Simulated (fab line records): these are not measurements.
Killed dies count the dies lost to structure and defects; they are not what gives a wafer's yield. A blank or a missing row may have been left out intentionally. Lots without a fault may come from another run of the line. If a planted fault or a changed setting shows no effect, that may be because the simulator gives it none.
Which tool did it? || flow nand harc || 10 lots, 30 wafers sampled, at 4 steps of a route of 1159

## WHAT EACH GAUGE READ, for each wafer
NHARC_A_M1_CD_MEAS_09: target cd 120 nm.
{"lot": "L899", "measured": "day 17 15:40", "on": "cd sem-02", "cd nm (nm)": "119.8 121.3 120.0"}
{"lot": "L901", "measured": "day 18 00:43", "on": "cd sem-03", "cd nm (nm)": "119.7 120.5 120.0"}
{"lot": "L904", "measured": "day 18 20:25", "on": "cd sem-02", "cd nm (nm)": "119.8 119.2 119.4"}
{"lot": "L905", "measured": "day 18 23:38", "on": "cd sem-03", "cd nm (nm)": "119.0 120.3 118.7"}
{"lot": "L902", "measured": "day 19 05:13", "on": "cd sem-01", "cd nm (nm)": "119.4 120.3 119.6"}
{"lot": "L906", "measured": "day 20 01:32", "on": "cd sem-01", "cd nm (nm)": "119.6 119.1 119.3"}
{"lot": "L909", "measured": "day 20 23:24", "on": "cd sem-01", "cd nm (nm)": "119.7 119.6 119.1"}
{"lot": "L913", "measured": "day 21 17:10", "on": "cd sem-03", "cd nm (nm)": "125.2 125.4 125.7 125.2 125.1 125.6"}
{"lot": "L916", "measured": "day 22 10:41", "on": "cd sem-03", "cd nm (nm)": "124.2 123.7 124.3 124.2 123.6 124.5"}
{"lot": "L920", "measured": "day 23 08:27", "on": "cd sem-03", "cd nm (nm)": "119.4 120.8 120.0"}

## WHAT TOOL EACH LOT RAN ON (gives the tool, then ch and the chambers of the sampled wafers, and finally the start)
{"lot": "L899", "NHARC_A_M0_DESCUM_14": "rie diel-06 ch 0,1,2, day 17 11:40", "NHARC_A_M0_PVD_20": "pvd sputter-01, day 17 15:35 or earlier", "NHARC_A_M1_PEB_07": "litho track-06 ch 0, day 17 15:35"}
{"lot": "L901", "NHARC_A_M0_DESCUM_14": "rie diel-06 ch 1,2, day 17 20:51", "NHARC_A_M0_PVD_20": "pvd sputter-02, day 18 00:38 or earlier", "NHARC_A_M1_PEB_07": "litho track-06 ch 0, day 18 00:38"}
{"lot": "L904", "NHARC_A_M0_DESCUM_14": "rie diel-04 ch 0,2,3, day 18 16:32", "NHARC_A_M0_PVD_20": "pvd sputter-03, day 18 20:20 or earlier", "NHARC_A_M1_PEB_07": "litho track-04 ch 0, day 18 20:20"}
{"lot": "L905", "NHARC_A_M0_DESCUM_14": "rie diel-06 ch 1,2,3, day 18 19:47", "NHARC_A_M0_PVD_20": "pvd sputter-02, day 18 23:33 or earlier", "NHARC_A_M1_PEB_07": "litho track-06 ch 0, day 18 23:33"}
{"lot": "L902", "NHARC_A_M0_DESCUM_14": "rie diel-06 ch 0,1,3, day 19 01:09", "NHARC_A_M0_PVD_20": "pvd sputter-02, day 19 05:08 or earlier", "NHARC_A_M1_PEB_07": "litho track-01 ch 0, day 19 05:08"}
{"lot": "L906", "NHARC_A_M0_DESCUM_14": "rie diel-04 ch 1,2, day 19 21:19", "NHARC_A_M0_PVD_20": "pvd sputter-01, day 20 01:28 or earlier", "NHARC_A_M1_PEB_07": "litho track-01 ch 0, day 20 01:28"}
{"lot": "L909", "NHARC_A_M0_DESCUM_14": "rie diel-06 ch 0,2,3, day 20 19:13", "NHARC_A_M0_PVD_20": "pvd sputter-01, day 20 23:19 or earlier", "NHARC_A_M1_PEB_07": "litho track-01 ch 0, day 20 23:19"}
{"lot": "L913", "NHARC_A_M0_DESCUM_14": "rie diel-11 ch 0,3, day 21 13:19", "NHARC_A_M0_PVD_20": "pvd sputter-01, day 21 17:05 or earlier", "NHARC_A_M1_PEB_07": "litho track-01 ch 0, day 21 17:05"}
{"lot": "L916", "NHARC_A_M0_DESCUM_14": "rie diel-11 ch 0,1,2, day 22 06:33", "NHARC_A_M0_PVD_20": "pvd sputter-02, day 22 10:36 or earlier", "NHARC_A_M1_PEB_07": "litho track-01 ch 0, day 22 10:36"}
{"lot": "L920", "NHARC_A_M0_DESCUM_14": "rie diel-06 ch 1,2,3, day 23 03:51", "NHARC_A_M0_PVD_20": "pvd sputter-01, day 23 08:22 or earlier", "NHARC_A_M1_PEB_07": "litho track-06 ch 0, day 23 08:22"}
- NHARC_A_M0_DESCUM_14: chemistry O2, time 3 s.
- NHARC_A_M0_PVD_20: deposits TaN, target thk 5 nm, time 8.06 s.
- NHARC_A_M1_PEB_07: peb time 65 s.

## THE ANSWER, worked out from the rows above alone
Rule: what is usual is taken from the lots themselves. Put in order of their means at a reading, lots are off if they are a third of the lots or fewer, leave a main group of 4 or more, and stand apart from it by a gap of 3 or more times the standard deviation of the main group's means; of several such gaps the widest counts. Not used: any main group whose means are identical at the precision the tables above print for the reading. Also off: a lot with no number at a reading for which 4 or more lots have one. Where the step has rows for the other lots, those lots are counted as sound.
Off at NHARC_A_M1_CD_MEAS_09 (cd nm): L913, L916. The main group: mean 119.7 nm, standard deviation 0.37.
A tool fits if, at a process step before that reading, it ran every lot that is off, and no sound lot after the first of them. The gauges at NHARC_A_M1_CD_MEAS_09 are tried like those tools. Because NHARC_A_M0_PVD_20 lacks a start for some lots, the hours and order of its lots are taken from NHARC_A_M1_PEB_07. This does not decide it: 2 tools fit, namely rie diel-11 at NHARC_A_M0_DESCUM_14 and litho track-01 at NHARC_A_M1_PEB_07.

## WHAT THE SIMULATOR HAD INSERTED
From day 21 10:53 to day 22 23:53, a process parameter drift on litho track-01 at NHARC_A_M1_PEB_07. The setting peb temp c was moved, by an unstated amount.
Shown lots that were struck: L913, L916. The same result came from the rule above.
